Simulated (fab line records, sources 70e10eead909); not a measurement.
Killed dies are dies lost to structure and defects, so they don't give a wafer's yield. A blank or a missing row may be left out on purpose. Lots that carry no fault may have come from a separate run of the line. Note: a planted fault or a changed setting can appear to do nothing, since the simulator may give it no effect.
Chamber matching || flow nandHarc || rieDiel-11 running NHARC_P_BONDPAD_ETCH_24: 4 sister chambers
The step etches the open film in CF4/N2, target depth 30 nm, time 72.99 s. 14 wafers are shown with their chamber, then 7 later ones without.

WAFERS, EACH WITH ITS CHAMBER
{"wafer": "L834.1", "chamber": 0, "showerheadPlenumPTorr (Torr)": 2.49, "rfVppV (V)": 311.6, "runLengthS (s)": 93.3}
{"wafer": "L834.5", "chamber": 0, "showerheadPlenumPTorr (Torr)": 2.49, "rfVppV (V)": 312.3, "runLengthS (s)": 93.4}
{"wafer": "L834.6", "chamber": 3, "showerheadPlenumPTorr (Torr)": 2.52, "rfVppV (V)": 310.7, "runLengthS (s)": 94.2}
{"wafer": "L835.2", "chamber": 0, "showerheadPlenumPTorr (Torr)": 2.49, "rfVppV (V)": 310.8, "runLengthS (s)": 93.6}
{"wafer": "L835.3", "chamber": 3, "showerheadPlenumPTorr (Torr)": 2.52, "rfVppV (V)": 312.1, "runLengthS (s)": 94.5}
{"wafer": "L835.4", "chamber": 1, "showerheadPlenumPTorr (Torr)": 2.66, "rfVppV (V)": 314.9, "runLengthS (s)": 94.4}
{"wafer": "L847.1", "chamber": 0, "showerheadPlenumPTorr (Torr)": 2.49, "rfVppV (V)": 312.1, "runLengthS (s)": 93.6}
{"wafer": "L847.2", "chamber": 1, "showerheadPlenumPTorr (Torr)": 2.65, "rfVppV (V)": 315.2, "runLengthS (s)": 94.3}
{"wafer": "L847.3", "chamber": 2, "showerheadPlenumPTorr (Torr)": 2.74, "rfVppV (V)": 315.2, "runLengthS (s)": 94.4}
{"wafer": "L849.3", "chamber": 0, "showerheadPlenumPTorr (Torr)": 2.49, "rfVppV (V)": 313.1, "runLengthS (s)": 94.0}
{"wafer": "L849.4", "chamber": 1, "showerheadPlenumPTorr (Torr)": 2.65, "rfVppV (V)": 313.4, "runLengthS (s)": 94.6}
{"wafer": "L849.5", "chamber": 1, "showerheadPlenumPTorr (Torr)": 2.65, "rfVppV (V)": 314.6, "runLengthS (s)": 94.2}
{"wafer": "L850.2", "chamber": 2, "showerheadPlenumPTorr (Torr)": 2.74, "rfVppV (V)": 316.1, "runLengthS (s)": 94.5}
{"wafer": "L850.3", "chamber": 1, "showerheadPlenumPTorr (Torr)": 2.65, "rfVppV (V)": 315.4, "runLengthS (s)": 94.8}

SIGNATURES (averages over the wafers above)
{"reading": "showerheadPlenumPTorr", "chamber 0": 2.4900, "chamber 1": 2.6520, "chamber 2": 2.7400, "chamber 3": 2.5200, "scatter within a chamber": 0.00283}
{"reading": "rfVppV", "chamber 0": 311.980, "chamber 1": 314.700, "chamber 2": 315.650, "chamber 3": 311.400, "scatter within a chamber": 0.823}
{"reading": "runLengthS", "chamber 0": 93.580, "chamber 1": 94.460, "chamber 2": 94.450, "chamber 3": 94.350, "scatter within a chamber": 0.239}
Rule: a wafer lies at a distance from a chamber equal to the root of the sum of squares, over the readings, of (its reading less the chamber's mean, divided by the reading's scatter). If the next closest chamber is less than 2 further off than the closest, the wafer can't be placed; otherwise it belongs to the closest. The scatter: the root of (the sum of the squares of (reading less its chamber's mean) over the shown wafers, divided by (wafers less chambers)).

WAFERS WITH NO CHAMBER GIVEN
{"wafer": "L850.5", "showerheadPlenumPTorr (Torr)": 2.74, "rfVppV (V)": 315.4, "runLengthS (s)": 94.6}
{"wafer": "L851.1", "showerheadPlenumPTorr (Torr)": 2.65, "rfVppV (V)": 313.6, "runLengthS (s)": 94.2}
{"wafer": "L851.3", "showerheadPlenumPTorr (Torr)": 2.49, "rfVppV (V)": 312.0, "runLengthS (s)": 93.3}
{"wafer": "L851.4", "showerheadPlenumPTorr (Torr)": 2.51, "rfVppV (V)": 315.3, "runLengthS (s)": 93.9}
{"wafer": "L853.1", "showerheadPlenumPTorr (Torr)": 2.73, "rfVppV (V)": 316.0, "runLengthS (s)": 94.4}
{"wafer": "L853.3", "showerheadPlenumPTorr (Torr)": 2.51, "rfVppV (V)": 311.8, "runLengthS (s)": 93.9}
{"wafer": "L853.5", "showerheadPlenumPTorr (Torr)": 2.73, "rfVppV (V)": 317.2, "runLengthS (s)": 94.7}

WHICH CHAMBER EACH WENT THROUGH
{"wafer": "L850.5", "from the rows above": 2, "in truth": 2}
{"wafer": "L851.1", "from the rows above": 1, "in truth": 1}
{"wafer": "L851.3", "from the rows above": 0, "in truth": 0}
{"wafer": "L851.4", "from the rows above": 3, "in truth": 3}
{"wafer": "L853.1", "from the rows above": 2, "in truth": 2}
{"wafer": "L853.3", "from the rows above": 3, "in truth": 3}
{"wafer": "L853.5", "from the rows above": 2, "in truth": 2}
7 of 7 placed correctly. Number that these rows cannot place: 0. 0 placed wrongly.
